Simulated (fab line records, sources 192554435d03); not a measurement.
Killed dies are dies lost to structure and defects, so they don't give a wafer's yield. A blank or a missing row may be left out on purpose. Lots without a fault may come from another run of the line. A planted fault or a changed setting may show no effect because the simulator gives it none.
fab line records | flow n5_finfet
record lots=4 wafers=12 last_day=15
route steps=1938 shown BEOL_M4@1099 BEOL_M5@1112 BEOL_M9@1446 PASSIVATION@1936
lots that met no fault: from a run of the same line without faults
start_h: hours from the record's first day to the start of the lot's first wafer shown | wait_h: hours since the lot's step before | " the same as in the row above | L1.1+2: a row that stands for several wafers | - no value, or no start given | * or withheld: withheld | < > ~ a bound
route shown NAME@n: a module of which the file shows steps, and the number in the route of the first | usual: mean/standard deviation of fault-free wafers | same: alike in all rows | chamber/n: place in a boat | sites: the reading at each site | _std_site: their standard deviation | _edge_site: outer sites' mean less inner sites' | radius_mm: how far each site lies from the wafer's centre | mask NAME#n: copy n | behind: the tool/chamber that last shaped the wafer | hold: why the lot was held/for how many hours/how that ended | device: the transistor (n, p or np) that didn't switch | end of line: the same wafers' tests at the end of the route | a step without rows: its recipe alone | killed: dies lost to structure and defects at the first sort, not the wafer's yield | map: a wafer's dies, x killed, . not, _ none there
set.NAME: the setting as run; set.NAME@STEP: as run at that earlier step | model.NAME: the simulator's own value behind a step, which no gauge read
lots at some steps of the route; a table a step, a row a wafer
services: from which hour (start_h, from the record's first day; less than 0 if before it) a tool's chamber was out of use, for how many hours, and why
## steps
# step N5_BEOL_M4_ANNEAL_95
# recipe temp_c=400 time_s=240 ambient=vacuum
# step N5_BEOL_M4_SPUTTER_96
# recipe material=Cu target_thk_a=45 temp_c=-20 chamber_pressure_pa=0.07 power_w=withheld time_s=8.29
# step N5_BEOL_M4_ECD_50
# recipe material=Cu target_thk_a=3000
# step N5_BEOL_M4_ANNEAL_51
# recipe temp_c=225 time_s=90 ambient=N2
# step N5_BEOL_M4_CMP_52
# recipe stop_on=SiOC t_overpolish_s=6.8 down_force_psi=1 platen_rpm=50 clearing_platen_down_force_psi=1.5 clearing_platen_rpm=50 post_cmp_clean=cu_alkaline target_thk_nm=40 clearing_platen_pad_velocity_m_s=0.99484 pad_velocity_m_s=0.99484
# step N5_BEOL_M4_PRE_CLEAN_60
# recipe gas=NH3/H2 time_s=15 temp_c=* rf_power_w=300
# step N5_BEOL_M4_CO_CAP_55
# recipe material=Co target_thk_a=20 temp_c=200 precursor=CCTBA/H2 pressure_torr=30 time_s=102.1
# step N5_BEOL_M4_PRE_CLEAN_56
# recipe gas=NH3 time_s=15 temp_c=withheld rf_power_w=300
# step N5_BEOL_M4_DEP_57
# recipe material=SiCN target_thk_a=80 temp_c=withheld precursor=3MS/NH3 pressure_torr=3 rf_w=202 time_s=14
# step N5_BEOL_M4_RC_MEAS_101
# usual DIBL_N=36.3/1.2 DIBL_P=36.1/1.6 IOFF_N=0.161/0.023 IOFF_P=0.209/0.027 ION_N=676/8.9 ION_P=462/5.3 SS_N=71.5/0.51 SS_P=73.2/0.5 VT_N=249.1/2.5 VT_P=-249.9/2.8
# columns lot.wafer tool chamber start_h wait_h DIBL_N[mV/V] DIBL_P[mV/V] IOFF_N[nA/um] IOFF_P[nA/um] ION_N[uA/um] ION_P[uA/um] SS_N[mV/dec] SS_P[mV/dec] VT_N[mV] VT_P[mV]
L748.1 prober-01 0 179.90 0.0 35.8 34.1 0.147 0.202 673 464 71.1 72.4 251.4 -247.8
L748.3 " 0 " " 36.9 34.8 0.161 0.207 676 459 71.2 72.6 251.6 -249.9
L748.5 " 0 " " 38.2 37.4 0.191 0.245 690 470 71.9 73.7 250.0 -247.3
L749.1 prober-02 0 182.03 0.0 35.4 34.6 0.138 0.187 670 460 71.3 72.8 252.4 -251.8
L749.3 " 0 " " 34.7 33.9 0.127 0.180 667 457 71.2 72.4 254.7 -250.7
L749.6 " 0 " " 35.0 34.1 0.129 0.174 673 462 70.6 72.8 253.5 -251.3
L759.1 prober-02 0 241.40 0.0 36.4 35.1 0.152 0.194 655 455 72.1 72.9 251.2 -248.7
L759.2 " 0 " " 35.6 34.5 0.137 0.185 660 454 71.6 72.6 250.5 -252.4
L759.5 " 0 " " 37.2 36.1 0.157 0.204 668 459 72.2 73.9 253.0 -250.1
L760.2 prober-02 0 255.40 0.2 37.6 37.7 0.207 0.212 692 462 71.4 73.6 242.1 -253.8
L760.3 " 0 " " 36.2 37.0 0.164 0.195 668 455 70.7 73.3 247.9 -252.8
L760.5 " 0 " " 35.6 35.3 0.158 0.183 678 454 71.6 72.9 246.3 -254.3
# step N5_BEOL_M5_ILD_DEP_00
# recipe material=SiCOH_lowk target_thk_a=1406.4 temp_c=300 precursor=DEMS/porogen pressure_torr=5 rf_w=500 time_s=25.9
# step N5_BEOL_M5_CURE_79
# recipe temp_c=385 time_s=240 ambient=He/Ar material=SiCOH_lowk
# step N5_BEOL_M5_PECVD_70
# recipe material=SiO2 target_thk_a=160 temp_c=400 precursor=TEOS/O2 pressure_torr=5.5 rf_w=450 teos_flow_sccm=53.8 gas=O2 flow_sccm=3000 time_s=18
# step N5_BEOL_M5_HM_DEP_02
# recipe material=TiN target_thk_a=200 temp_c=25 chamber_pressure_pa=0.49996
# step N5_BEOL_M5_COAT_59
# recipe resist=SOC temp_c=250 time_s=60 spin_rpm=1500 resist_thk_nm=60
# step N5_BEOL_M5_COAT_60
# recipe resist=SiARC temp_c=220 time_s=60 spin_rpm=1500 resist_thk_nm=12
# step N5_BEOL_M5_COAT_71
# recipe resist=underlayer temp_c=205 time_s=60 spin_rpm=1500 resist_thk_nm=5
# step N5_BEOL_M5_COAT_05
# recipe resist=CAR-EUV spin_rpm=1500 resist_thk_nm=30
# step N5_BEOL_M5_EBR_07
# recipe solvent=PGMEA ebr_width_mm=1.5
# step N5_BEOL_M5_SOFTBAKE_06
# recipe temp_c=110 time_s=60 resist=CAR-EUV
# step N5_BEOL_M5_EXPOSE_08
# recipe mask_id=M5 na=0.33 source_shape=annular sigma_inner=0.4 sigma_outer=0.8 polarization=unpolarized target_cd_nm=28 dose_mj=35.75
# step N5_BEOL_M5_PEB_09
# recipe peb_temp_c=100 peb_time_s=60 resist=CAR-EUV
# step N5_BEOL_M5_DEVELOP_10
# recipe develop_time_s=30 developer=TMAH resist=CAR-EUV rinse_liquid=surfactant_rinse dry=air_spin dev_temp_c=23
# step N5_BEOL_M5_DESCUM_16
# recipe chemistry=O2 time_s=7 source_power_w=50 bias_power_w=20 pressure_mtorr=20 rf_frequency_hz=2.712e+07 temp_c=40 resist=CAR-EUV o2_flow_sccm=225
# step N5_BEOL_M5_ETCH_72
# recipe chemistry=N2/H2 target=underlayer target_depth_a=65 mask_material=CAR-EUV time_s=5.2 ion_energy_ev=200 pressure_mtorr=30 source_w=840 bias_w=150 n2_flow_sccm=200 h2_flow_sccm=200 ends=cleared
# step N5_BEOL_M5_ETCH_61
# recipe chemistry=CF4 target=SiARC target_depth_a=156 mask_material=CAR-EUV time_s=26 ion_energy_ev=80 pressure_mtorr=40 source_w=545 bias_w=36 Ar_flow_sccm=100 cf4_flow_sccm=100 ends=cleared
# step N5_BEOL_M5_ETCH_62
# recipe chemistry=N2/H2 target=SOC target_depth_a=750 overetch_a=150 mask_material=SiARC temp_c=40 time_s=112.5 ion_energy_ev=200 pressure_mtorr=30 source_w=840 bias_w=150 n2_flow_sccm=200 h2_flow_sccm=200
# step N5_BEOL_M5_STRIP_63
# recipe chemistry=N2/H2 temp_c=40 n2_flow_sccm=200 h2_flow_sccm=200 rf_frequency_hz=6e+07
# step N5_BEOL_M5_STRIP_73
# recipe chemistry=N2/H2 temp_c=40 n2_flow_sccm=200 h2_flow_sccm=200 rf_frequency_hz=6e+07
# step N5_BEOL_M5_STRIP_64
# recipe chemistry=CF4 resist=SiARC power_w=300 bias_power_w=75 pressure_mtorr=50 cf4_flow_sccm=150 rf_frequency_hz=6e+07
# step N5_BEOL_M5_HM_OPEN_17
# recipe chemistry=Cl2/BCl3 target_depth_a=200 overetch_a=60 target=TiN mask_material=SOC ion_energy_ev=150 pressure_mtorr=10 icp_w=1000 bias_w=126 Cl2_flow_sccm=53.25 bcl3_flow_sccm=21.75 Ar_flow_sccm=25
# step N5_BEOL_M5_STRIP_19
# recipe chemistry=O2 power_w=400 temp_c=40 pressure_mtorr=30 rf_frequency_hz=6e+07 bias_power_w=0 overash_fraction=0.2 o2_flow_sccm=225
# step N5_BEOL_M5_COAT_65
# recipe resist=SOC temp_c=250 time_s=60 spin_rpm=1500 resist_thk_nm=60
# step N5_BEOL_M5_COAT_66
# recipe resist=SiARC temp_c=220 time_s=60 spin_rpm=1500 resist_thk_nm=12
# step N5_BEOL_M9_TRENCH_ETCH_37
# recipe chemistry=C4F6/O2 target_depth_a=1514.3 target=SiCOH_lowk time_s=49 ion_energy_ev=250 pressure_mtorr=30 source_w=345 bias_w=185 Ar_flow_sccm=300 C4F6_flow_sccm=10 O2_flow_sccm=10
# usual C4F6_flow_sccm=10.000/0.027 O2_flow_sccm=10.00/0.031 bias_w=185.0/0.54 drypump_motor_current_A=5.9/0.36 oes_product_au=0.80/0.082 rf_vpp_V=668/7.3 showerhead_plenum_p_Torr=2.89/0.11 throttle_valve_pct=20.88/0.25
# columns lot.wafer tool chamber start_h wait_h C4F6_flow_sccm O2_flow_sccm bias_w drypump_motor_current_A oes_product_au rf_hours_counter_h rf_vpp_V showerhead_plenum_p_Torr throttle_valve_pct model.TiN_of_BEOL_M9_HM_DEP_02.thk_nm
L748.1 rie_diel-06 2 218.95 - - - - - - - - - - 20
L748.3 " 3 " " - - - - - - - - - 20
L748.5 " 1 " " - - - - - - - - - 20
L749.1 rie_diel-06 1 221.79 - - - - - - - - - - 20.4
L749.3 " 3 " " - - - - - - - - - 20.4
L749.6 " 1 " " - - - - - - - - - 20.4
L759.1 rie_diel-03 1 286.06 - 9.969 10.01 184.7 5.9 0.71 199 666 2.94 21.23 16.2
L759.2 " 2 " " 9.955 10.03 185.3 5.3 0.73 178 664 2.72 21.03 16
L759.5 " 2 " " 9.995 9.99 185.2 5.3 0.73 - 664 2.72 21.03 16.4
L760.2 rie_diel-06 3 296.47 - 9.981 10.01 185.1 5.8 0.78 117 657 2.97 20.67 15.8
L760.3 " 1 " " 10.019 9.97 184.2 6.1 0.87 50 659 2.90 20.70 15.6
L760.5 " 0 " " 9.988 10.05 185.2 6.0 0.94 - 655 2.80 20.78 15.6
# step N5_BEOL_M9_OCD_MEAS_38
# usual trench_depth_nm=151.6/2.7
# columns lot.wafer tool chamber start_h wait_h trench_depth_nm
L748.1 ocd-01 - 219.13 - 0
L748.3 " - " " 0
L748.5 " - " " 0
L749.1 ocd-01 - 221.96 - 0.3
L749.3 " - " " 0.2
L749.6 " - " " 0.1
L759.1 ocd-01 - 286.24 - 149.3
L759.2 " - " " 150.0
L759.5 " - " " 147.4
L760.2 ocd-01 - 296.65 - 149.4
L760.3 " - " " 153.0
L760.5 " - " " 152.9
# step N5_BEOL_M9_CMP_52
# recipe stop_on=SiCOH_lowk t_overpolish_s=7 down_force_psi=1 platen_rpm=50 clearing_platen_down_force_psi=1.5 clearing_platen_rpm=50 post_cmp_clean=cu_alkaline target_thk_nm=140 clearing_platen_pad_velocity_m_s=0.99484 pad_velocity_m_s=0.99484
# usual motor_current_A=6.3/0.61 slurry_filter_dp_kPa=13.49/0.14
# columns lot.wafer tool chamber start_h wait_h motor_current_A slurry_filter_dp_kPa model.Cu_of_BEOL_M9_ECD_50.thk_nm
L748.3 cmp-01 0 222.85 0.3 6.5 13.51 0.2
L748.1 " 1 " " 8.2 13.36 0
L748.5 " 1 " " 8.4 13.48 0
L749.3 cmp-03 3 223.96 0.2 7.0 13.29 1.2
L749.1 " 1 " " 6.0 13.42 0.8
L749.6 " 2 " " 6.0 13.59 1.4
L759.1 cmp-01 3 288.79 0.3 5.8 13.40 137.6
L759.2 " 0 " " 6.4 13.31 137.2
L759.5 " 0 " " 6.6 13.36 135.2
L760.2 cmp-02 3 298.65 0.2 6.0 13.43 137.2
L760.3 " 0 " " 6.3 13.68 142.4
L760.5 " 3 " " 6.3 13.56 141
# step N5_PASSIVATION_PROBE_49
# usual defect_limited_yield=91.3/1.5 killed_at_M0_to_M3=35/10 killed_at_M4_up=13/5.3 killed_at_contacts=12/5.7 killed_at_front_end=39/11 killed_at_other=3.3/2.7 killed_dies=102/18 killed_on_rim=13/4 killed_open=67/13 killed_short=34/7.8 sort_bin_5_function=5.1/1 sort_bin_6_memory=3.3/0.68 sort_n_pass=1078/18 sort_yield_pct=91.3/1.5
# same gross_dies=1180 killed_at_back_side=0 sort_bin_4_leakage[%]=0 sort_bin_8_speed[%]=0
# columns lot.wafer tool chamber start_h wait_h defect_limited_yield[%] killed_at_M0_to_M3 killed_at_M4_up killed_at_contacts killed_at_front_end killed_at_other killed_dies killed_on_rim killed_open killed_short sort_bin_5_function[%] sort_bin_6_memory[%] sort_n_pass sort_yield_pct[%]
L749.1 prober-02 - 278.35 0.0 0 45 1065 10 53 7 1180 152 82 43 94.4 4.7 0 0
L749.3 prober-02 - 278.45 0.1 0 44 1093 9 29 5 1180 152 76 33 96.1 3.5 0 0
L749.6 prober-02 - 278.60 0.3 0 38 1091 11 35 5 1180 152 57 43 96.0 3.6 0 0
L748.1 prober-01 - 279.54 0.4 0 49 1069 16 45 1 1180 152 79 41 96.7 3.2 0 0
L748.3 prober-01 - 279.64 0.5 0 71 1035 24 46 4 1180 152 106 48 94.8 4.7 0 0
L748.5 prober-01 - 279.74 0.6 0 54 1076 14 33 3 1180 152 71 38 96.4 3.1 0 0
L759.1 prober-02 - 341.64 0.7 90.8 38 15 22 32 1 108 6 76 30 5.8 3.1 1072 90.8
# killed by level:class
L749.1 BEOL_M9:area_etch=1054 STI_FIN_REVEAL:geometric_particle:open=24 BEOL_M0_SAQP:geometric_particle:open=16 BEOL_M0_SAQP:geometric_particle:short=15 MOL_CONTACT_COAG:geometric_particle:open=7 BEOL_M0:geometric_particle:open=7 FIN_SAQP:geometric_particle:short=6 FIN_SAQP:geometric_particle:open=5
L749.3 BEOL_M9:area_etch=1069 BEOL_M2:geometric_particle:open=12 BEOL_M0_SAQP:geometric_particle:short=10 BEOL_M4:geometric_particle:open=9 MOL_CONTACT_COAG:geometric_particle:open=8 STI_FIN_REVEAL:geometric_particle:open=6 BEOL_M3:geometric_particle:open=6 FIN_SAQP:geometric_particle:open=5
L749.6 BEOL_M9:area_etch=1079 BEOL_M0_SAQP:geometric_particle:short=10 BEOL_M0_SAQP:geometric_particle:open=10 FIN_SAQP:geometric_particle:short=9 MOL_CONTACT_COAG:geometric_particle:open=9 FIN_SAQP:geometric_particle:open=8 STI_FIN_REVEAL:geometric_particle:open=6 BEOL_M4:geometric_particle:open=6
L748.1 BEOL_M9:area_etch=1058 MOL_CONTACT_COAG:geometric_particle:open=13 FIN_SAQP:geometric_particle:short=11 STI_FIN_REVEAL:geometric_particle:open=10 BEOL_M1:geometric_particle:open=10 BEOL_M0_SAQP:geometric_particle:open=10 BEOL_M0_SAQP:geometric_particle:short=9 BEOL_M4:geometric_particle:open=7
L748.3 BEOL_M9:area_etch=1026 MOL_CONTACT_COAG:geometric_particle:open=20 BEOL_M0_SAQP:geometric_particle:open=17 BEOL_M1:geometric_particle:open=17 STI_FIN_REVEAL:geometric_particle:open=16 BEOL_M0_SAQP:geometric_particle:short=12 FIN_SAQP:geometric_particle:short=7 BEOL_M2:geometric_particle:open=6
L748.5 BEOL_M9:area_etch=1068 BEOL_M0_SAQP:geometric_particle:short=16 BEOL_M0_SAQP:geometric_particle:open=14 BEOL_M1:geometric_particle:open=13 MOL_CONTACT_COAG:geometric_particle:open=12 FIN_SAQP:geometric_particle:open=5 STI_FIN_REVEAL:geometric_particle:open=5 DUMMY_GATE:geometric_particle:open=4
L759.1 MOL_CONTACT_COAG:geometric_particle:open=17 BEOL_M2:geometric_particle:open=11 STI_FIN_REVEAL:geometric_particle:open=10 FIN_SAQP:geometric_particle:open=6 BEOL_M4:geometric_particle:open=6 BEOL_M0_SAQP:geometric_particle:short=5 MOL_CONTACT_COAG:geometric_particle:short=5 BEOL_M3:geometric_particle:open=5
# map L748.1 (x killed, . not)
_________________xxxxxxxxxxxx________________
______________xxxxxxxxxxxxxxxxxx_____________
___________xxxxxxxxxxxxxxxxxxxxxxxx__________
__________xxxxxxxxxxxxxxxxxxxxxxxxxx_________
________xxxxxxxxxxxxxxxxxxxxxxxxxxxxxx_______
_______xxxxxxxxxxxxxxxxxxxxxxxxxxxxxxxx______
______xxxxxxxxxxxxxxxxxxxxxxxxxxxxxxxxxx_____
_____xxxxxxxxxxxxxxxxxxxxxxxxxxxxxxxxxxxx____
____xxxxxxxxxxxxxxxxxxxxxxxxxxxxxxxxxxxxxx___
___xxxxxxxxxxxxxxxxxxxxxxxxxxxxxxxxxxxxxxxx__
___xxxxxxxxxxxxxxxxxxxxxxxxxxxxxxxxxxxxxxxx__
__xxxxxxxxxxxxxxxxxxxxxxxxxxxxxxxxxxxxxxxxxx_
__xxxxxxxxxxxxxxxxxxxxxxxxxxxxxxxxxxxxxxxxxx_
_xxxxxxxxxxxxxxxxxxxxxxxxxxxxxxxxxxxxxxxxxxxx
_xxxxxxxxxxxxxxxxxxxxxxxxxxxxxxxxxxxxxxxxxxxx
_xxxxxxxxxxxxxxxxxxxxxxxxxxxxxxxxxxxxxxxxxxxx
_xxxxxxxxxxxxxxxxxxxxxxxxxxxxxxxxxxxxxxxxxxxx
_xxxxxxxxxxxxxxxxxxxxxxxxxxxxxxxxxxxxxxxxxxxx
_xxxxxxxxxxxxxxxxxxxxxxxxxxxxxxxxxxxxxxxxxxxx
_xxxxxxxxxxxxxxxxxxxxxxxxxxxxxxxxxxxxxxxxxxxx
_xxxxxxxxxxxxxxxxxxxxxxxxxxxxxxxxxxxxxxxxxxxx
__xxxxxxxxxxxxxxxxxxxxxxxxxxxxxxxxxxxxxxxxxx_
__xxxxxxxxxxxxxxxxxxxxxxxxxxxxxxxxxxxxxxxxxx_
___xxxxxxxxxxxxxxxxxxxxxxxxxxxxxxxxxxxxxxxx__
___xxxxxxxxxxxxxxxxxxxxxxxxxxxxxxxxxxxxxxxx__
____xxxxxxxxxxxxxxxxxxxxxxxxxxxxxxxxxxxxxx___
_____xxxxxxxxxxxxxxxxxxxxxxxxxxxxxxxxxxxx____
______xxxxxxxxxxxxxxxxxxxxxxxxxxxxxxxxxx_____
_______xxxxxxxxxxxxxxxxxxxxxxxxxxxxxxxx______
________xxxxxxxxxxxxxxxxxxxxxxxxxxxxxx_______
__________xxxxxxxxxxxxxxxxxxxxxxxxxx_________
___________xxxxxxxxxxxxxxxxxxxxxxxx__________
______________xxxxxxxxxxxxxxxxxx_____________
_________________xxxxxxxxxxxx________________
# map L749.1 (x killed, . not)
_________________xxxxxxxxxxxx________________
______________xxxxxxxxxxxxxxxxxx_____________
___________xxxxxxxxxxxxxxxxxxxxxxxx__________
__________xxxxxxxxxxxxxxxxxxxxxxxxxx_________
________xxxxxxxxxxxxxxxxxxxxxxxxxxxxxx_______
_______xxxxxxxxxxxxxxxxxxxxxxxxxxxxxxxx______
______xxxxxxxxxxxxxxxxxxxxxxxxxxxxxxxxxx_____
_____xxxxxxxxxxxxxxxxxxxxxxxxxxxxxxxxxxxx____
____xxxxxxxxxxxxxxxxxxxxxxxxxxxxxxxxxxxxxx___
___xxxxxxxxxxxxxxxxxxxxxxxxxxxxxxxxxxxxxxxx__
___xxxxxxxxxxxxxxxxxxxxxxxxxxxxxxxxxxxxxxxx__
__xxxxxxxxxxxxxxxxxxxxxxxxxxxxxxxxxxxxxxxxxx_
__xxxxxxxxxxxxxxxxxxxxxxxxxxxxxxxxxxxxxxxxxx_
_xxxxxxxxxxxxxxxxxxxxxxxxxxxxxxxxxxxxxxxxxxxx
_xxxxxxxxxxxxxxxxxxxxxxxxxxxxxxxxxxxxxxxxxxxx
_xxxxxxxxxxxxxxxxxxxxxxxxxxxxxxxxxxxxxxxxxxxx
_xxxxxxxxxxxxxxxxxxxxxxxxxxxxxxxxxxxxxxxxxxxx
_xxxxxxxxxxxxxxxxxxxxxxxxxxxxxxxxxxxxxxxxxxxx
_xxxxxxxxxxxxxxxxxxxxxxxxxxxxxxxxxxxxxxxxxxxx
_xxxxxxxxxxxxxxxxxxxxxxxxxxxxxxxxxxxxxxxxxxxx
_xxxxxxxxxxxxxxxxxxxxxxxxxxxxxxxxxxxxxxxxxxxx
__xxxxxxxxxxxxxxxxxxxxxxxxxxxxxxxxxxxxxxxxxx_
__xxxxxxxxxxxxxxxxxxxxxxxxxxxxxxxxxxxxxxxxxx_
___xxxxxxxxxxxxxxxxxxxxxxxxxxxxxxxxxxxxxxxx__
___xxxxxxxxxxxxxxxxxxxxxxxxxxxxxxxxxxxxxxxx__
____xxxxxxxxxxxxxxxxxxxxxxxxxxxxxxxxxxxxxx___
_____xxxxxxxxxxxxxxxxxxxxxxxxxxxxxxxxxxxx____
______xxxxxxxxxxxxxxxxxxxxxxxxxxxxxxxxxx_____
_______xxxxxxxxxxxxxxxxxxxxxxxxxxxxxxxx______
________xxxxxxxxxxxxxxxxxxxxxxxxxxxxxx_______
__________xxxxxxxxxxxxxxxxxxxxxxxxxx_________
___________xxxxxxxxxxxxxxxxxxxxxxxx__________
______________xxxxxxxxxxxxxxxxxx_____________
_________________xxxxxxxxxxxx________________
## services
# columns tool chamber start_h hours kind
cmp-03 - 195.42 1.8 repair
cmp-02 - 227.66 5.5 pm
cmp-01 - 227.77 4.0 pm
rie_diel-06 0 229.98 - clean
rie_diel-06 0 229.98 - consumable_replace:focus_ring
rie_diel-06 0 229.98 14.3 scheduled_down
rie_diel-06 0 229.98 14.3 vent_cycle
cmp-01 - 231.77 - consumable_replace:conditioner
cmp-01 - 231.77 - consumable_replace:pad
cmp-03 - 238.32 4.0 pm
rie_diel-06 2 241.17 1.2 repair
cmp-03 - 242.32 - consumable_replace:conditioner
cmp-03 - 242.32 - consumable_replace:pad
cmp-01 - 250.96 2.1 repair
rie_diel-06 3 259.63 4.8 repair
cmp-01 - 284.67 1.1 repair
rie_diel-06 - 298.79 0.8 repair
## key
first_sign step=N5_BEOL_M9_TRENCH_ETCH_37 reading=tool_record direction=missing
effect step=N5_BEOL_M9_OCD_MEAS_38 reading=trench_depth_nm direction=down sigmas=57 usual=151.6 struck=0.1
effect step=N5_PASSIVATION_PROBE_49 reading=killed_at_M4_up direction=up sigmas=99+ usual=13 struck=1072
model_effect step=N5_BEOL_M9_TRENCH_ETCH_37 value=TiN_of_BEOL_M9_HM_DEP_02.thk_nm without=15.97 struck=20.2
model_effect step=N5_BEOL_M9_CMP_52 value=Cu_of_BEOL_M9_ECD_50.thk_nm without=142.1 struck=0.6
more_kills_born_at N5_BEOL_M9_TRENCH_ETCH_37@rie_diel-06=6354
met_at N5_BEOL_M9_TRENCH_ETCH_37
struck_wafers L748.1,L748.3,L748.5,L749.1,L749.3,L749.6
later_rows_left_out L748.1,L748.3,L748.5,L749.1,L749.3,L749.6
fault kind=skipped_step_whole tool=rie_diel-06 chamber=- onset_h=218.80 steps=N5_BEOL_M9_TRENCH_ETCH_37 scope=struck_lots_only
# later_rows_left_out: the simulator's readings of these wafers behind a module that went badly wrong aren't trusted and aren't shown, but for the sort
